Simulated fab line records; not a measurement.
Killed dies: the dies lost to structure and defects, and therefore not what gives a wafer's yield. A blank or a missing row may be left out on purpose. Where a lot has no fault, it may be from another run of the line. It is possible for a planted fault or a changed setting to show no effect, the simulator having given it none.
Chamber matching    flow n5_finfet    4 sister chambers for N5_HKMG_FIN_CMP_23 on cmp-04
The step polishes, stops on SiNx, t overpolish 10 s, target thk 46.326 nm. 8 wafers are shown with their chamber, then 8 later ones without.

WAFERS PAIRED WITH THEIR CHAMBERS
wafer   chamber  motor_current_A (A)  overpolish_run_s (s)
L074.1  3        11.0                 10.007
L080.6  0        12.3                 10.013
L080.1  2        12.2                 10.000
L080.5  1        9.7                  9.992
L086.1  3        11.2                 10.006
L086.3  2        12.4                 10.001
L086.4  1        9.4                  9.994
L088.2  0        11.3                 9.994

WAFERS WHOSE CHAMBER IS MISSING
wafer   motor_current_A (A)  overpolish_run_s (s)
L088.3  11.2                 10.001
L088.5  11.8                 9.994
L092.1  9.5                  9.992
L092.2  11.9                 9.997
L092.4  11.9                 10.007
L092.3  11.8                 10.012
L092.5  11.6                 10.012
L092.6  12.1                 10.009

THE CHAMBER EACH PASSED THROUGH
wafer   from the rows above           in truth
L088.3  can't be placed: 3 or 0       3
L088.5  can't be placed: 0 or 2 or 3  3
L092.1  1                             1
L092.2  can't be placed: 0 or 2 or 3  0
L092.4  can't be placed: 0 or 2 or 3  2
L092.3  can't be placed: 0 or 3 or 2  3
L092.5  can't be placed: 0 or 3 or 2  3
L092.6  can't be placed: 0 or 2 or 3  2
Placed correctly: 1 of 8. These rows do not allow placing 7 (true chamber among the candidates in 7). Number placed wrongly: 0.
How it was worked out, from the rows above alone: a wafer's distance from a chamber is the root of the sum, over the readings, of the square of ((its reading less the chamber's mean) divided by the reading's scatter). The wafer belongs to the nearest chamber; if the next one is less than 2 further off, it can't be placed. A chamber's mean is the mean of its shown wafers. The scatter: the root of (the sum of the squares of (reading less its chamber's mean) over the shown wafers, divided by (wafers less chambers)).
